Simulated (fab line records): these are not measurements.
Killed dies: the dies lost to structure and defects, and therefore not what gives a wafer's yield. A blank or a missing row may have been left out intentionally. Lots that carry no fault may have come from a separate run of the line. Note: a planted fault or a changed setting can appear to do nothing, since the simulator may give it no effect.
Chamber matching :: flow n5_finfet :: rie_diel-05 running N5_BEOL_M6_ETCH_65: 4 sister chambers
The step etches SiARC in CF4, target depth 15.6 nm, time 26 s. 27 wafers are shown with their chamber, then 12 later ones without.

## WAFERS WITH THEIR CHAMBER
wafer: L075.1
chamber: 1
showerhead_plenum_p_Torr (Torr): 2.26
throttle_valve_pct (%): 15.66
etch_rf_on_time_s (s): 25.6

wafer: L075.4
chamber: 0
showerhead_plenum_p_Torr (Torr): 2.24
throttle_valve_pct (%): 15.32
etch_rf_on_time_s (s): 25.5

wafer: L075.5
chamber: 1
showerhead_plenum_p_Torr (Torr): 2.26
throttle_valve_pct (%): 15.67
etch_rf_on_time_s (s): 25.5

wafer: L077.2
chamber: 0
showerhead_plenum_p_Torr (Torr): 2.24
throttle_valve_pct (%): 15.33
etch_rf_on_time_s (s): 25.8

wafer: L077.3
chamber: 3
showerhead_plenum_p_Torr (Torr): 2.25
throttle_valve_pct (%): 15.38
etch_rf_on_time_s (s): 25.2

wafer: L077.6
chamber: 1
showerhead_plenum_p_Torr (Torr): 2.26
throttle_valve_pct (%): 15.66
etch_rf_on_time_s (s): 25.7

wafer: L078.1
chamber: 3
showerhead_plenum_p_Torr (Torr): 2.25
throttle_valve_pct (%): 15.38
etch_rf_on_time_s (s): 25.2

wafer: L078.4
chamber: 0
showerhead_plenum_p_Torr (Torr): 2.24
throttle_valve_pct (%): 15.31
etch_rf_on_time_s (s): 25.1

wafer: L078.6
chamber: 0
showerhead_plenum_p_Torr (Torr): 2.24
throttle_valve_pct (%): 15.32
etch_rf_on_time_s (s): 25.4

wafer: L080.2
chamber: 3
showerhead_plenum_p_Torr (Torr): 2.24
throttle_valve_pct (%): 15.40
etch_rf_on_time_s (s): 25.5

wafer: L080.4
chamber: 1
showerhead_plenum_p_Torr (Torr): 2.26
throttle_valve_pct (%): 15.69
etch_rf_on_time_s (s): 25.8

wafer: L080.5
chamber: 3
showerhead_plenum_p_Torr (Torr): 2.24
throttle_valve_pct (%): 15.39
etch_rf_on_time_s (s): 25.6

wafer: L083.1
chamber: 1
showerhead_plenum_p_Torr (Torr): 2.26
throttle_valve_pct (%): 15.68
etch_rf_on_time_s (s): 25.6

wafer: L083.2
chamber: 2
showerhead_plenum_p_Torr (Torr): 2.16
throttle_valve_pct (%): 15.52
etch_rf_on_time_s (s): 26.2

wafer: L083.3
chamber: 3
showerhead_plenum_p_Torr (Torr): 2.24
throttle_valve_pct (%): 15.40
etch_rf_on_time_s (s): 25.4

wafer: L083.4
chamber: 0
showerhead_plenum_p_Torr (Torr): 2.23
throttle_valve_pct (%): 15.36
etch_rf_on_time_s (s): 25.2

wafer: L083.5
chamber: 1
showerhead_plenum_p_Torr (Torr): 2.26
throttle_valve_pct (%): 15.70
etch_rf_on_time_s (s): 25.4

wafer: L083.6
chamber: 0
showerhead_plenum_p_Torr (Torr): 2.23
throttle_valve_pct (%): 15.34
etch_rf_on_time_s (s): 25.4

wafer: L085.2
chamber: 2
showerhead_plenum_p_Torr (Torr): 2.16
throttle_valve_pct (%): 15.54
etch_rf_on_time_s (s): 26.6

wafer: L085.3
chamber: 0
showerhead_plenum_p_Torr (Torr): 2.23
throttle_valve_pct (%): 15.35
etch_rf_on_time_s (s): 25.5

wafer: L085.6
chamber: 2
showerhead_plenum_p_Torr (Torr): 2.16
throttle_valve_pct (%): 15.53
etch_rf_on_time_s (s): 26.7

wafer: L091.3
chamber: 1
showerhead_plenum_p_Torr (Torr): 2.25
throttle_valve_pct (%): 15.73
etch_rf_on_time_s (s): 26.0

wafer: L091.4
chamber: 1
showerhead_plenum_p_Torr (Torr): 2.25
throttle_valve_pct (%): 15.73
etch_rf_on_time_s (s): 25.6

wafer: L091.6
chamber: 3
showerhead_plenum_p_Torr (Torr): 2.24
throttle_valve_pct (%): 15.43
etch_rf_on_time_s (s): 25.3

wafer: L090.2
chamber: 3
showerhead_plenum_p_Torr (Torr): 2.24
throttle_valve_pct (%): 15.44
etch_rf_on_time_s (s): 25.5

wafer: L090.3
chamber: 0
showerhead_plenum_p_Torr (Torr): 2.23
throttle_valve_pct (%): 15.38
etch_rf_on_time_s (s): 25.8

wafer: L090.6
chamber: 3
showerhead_plenum_p_Torr (Torr): 2.24
throttle_valve_pct (%): 15.43
etch_rf_on_time_s (s): 25.3

SIGNATURES, as means of the wafers listed above
reading: showerhead_plenum_p_Torr
chamber 0: 2.2350
chamber 1: 2.2575
chamber 2: 2.1600
chamber 3: 2.2425
scatter within a chamber: 0.00466

reading: throttle_valve_pct
chamber 0: 15.3388
chamber 1: 15.6900
chamber 2: 15.5300
chamber 3: 15.4062
scatter within a chamber: 0.0244

reading: etch_rf_on_time_s
chamber 0: 25.462
chamber 1: 25.650
chamber 2: 26.500
chamber 3: 25.375
scatter within a chamber: 0.206
Rule: a wafer lies at a distance from a chamber equal to the root of the sum of squares, over the readings, of (its reading less the chamber's mean, divided by the reading's scatter). The wafer belongs to the nearest chamber; if the next one is less than 2 further off, it can't be placed. The scatter: take each reading less its chamber's mean, square it, sum over the shown wafers, divide by the number of wafers less the number of chambers, and take the root.

## WAFERS WHOSE CHAMBER IS MISSING
wafer: L093.1
showerhead_plenum_p_Torr (Torr): 2.15
throttle_valve_pct (%): 15.58
etch_rf_on_time_s (s): 27.1

wafer: L093.3
showerhead_plenum_p_Torr (Torr): 2.23
throttle_valve_pct (%): 15.45
etch_rf_on_time_s (s): 25.6

wafer: L093.6
showerhead_plenum_p_Torr (Torr): 2.15
throttle_valve_pct (%): 15.57
etch_rf_on_time_s (s): 27.2

wafer: L094.1
showerhead_plenum_p_Torr (Torr): 2.24
throttle_valve_pct (%): 15.75
etch_rf_on_time_s (s): 26.0

wafer: L094.3
showerhead_plenum_p_Torr (Torr): 2.22
throttle_valve_pct (%): 15.43
etch_rf_on_time_s (s): 25.7

wafer: L094.4
showerhead_plenum_p_Torr (Torr): 2.23
throttle_valve_pct (%): 15.46
etch_rf_on_time_s (s): 25.5

wafer: L095.1
showerhead_plenum_p_Torr (Torr): 2.24
throttle_valve_pct (%): 15.76
etch_rf_on_time_s (s): 26.0

wafer: L095.3
showerhead_plenum_p_Torr (Torr): 2.23
throttle_valve_pct (%): 15.45
etch_rf_on_time_s (s): 25.4

wafer: L095.6
showerhead_plenum_p_Torr (Torr): 2.15
throttle_valve_pct (%): 15.57
etch_rf_on_time_s (s): 26.5

wafer: L097.2
showerhead_plenum_p_Torr (Torr): 2.22
throttle_valve_pct (%): 15.41
etch_rf_on_time_s (s): 25.3

wafer: L097.3
showerhead_plenum_p_Torr (Torr): 2.15
throttle_valve_pct (%): 15.60
etch_rf_on_time_s (s): 26.0

wafer: L097.6
showerhead_plenum_p_Torr (Torr): 2.15
throttle_valve_pct (%): 15.60
etch_rf_on_time_s (s): 26.3

## THE CHAMBER EACH PASSED THROUGH
wafer: L093.1
from the rows above: 2
in truth: 2

wafer: L093.3
from the rows above: can't be placed: 3 or 0
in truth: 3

wafer: L093.6
from the rows above: 2
in truth: 2

wafer: L094.1
from the rows above: 1
in truth: 1

wafer: L094.3
from the rows above: can't be placed: 0 or 3
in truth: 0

wafer: L094.4
from the rows above: can't be placed: 3 or 0
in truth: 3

wafer: L095.1
from the rows above: 1
in truth: 1

wafer: L095.3
from the rows above: can't be placed: 3 or 0
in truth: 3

wafer: L095.6
from the rows above: 2
in truth: 2

wafer: L097.2
from the rows above: can't be placed: 0 or 3
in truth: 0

wafer: L097.3
from the rows above: 2
in truth: 2

wafer: L097.6
from the rows above: 2
in truth: 2
Placed correctly: 7 of 12. Not placeable from these rows: 5 (in 5, the candidates include the true chamber). Placed wrongly: 0.
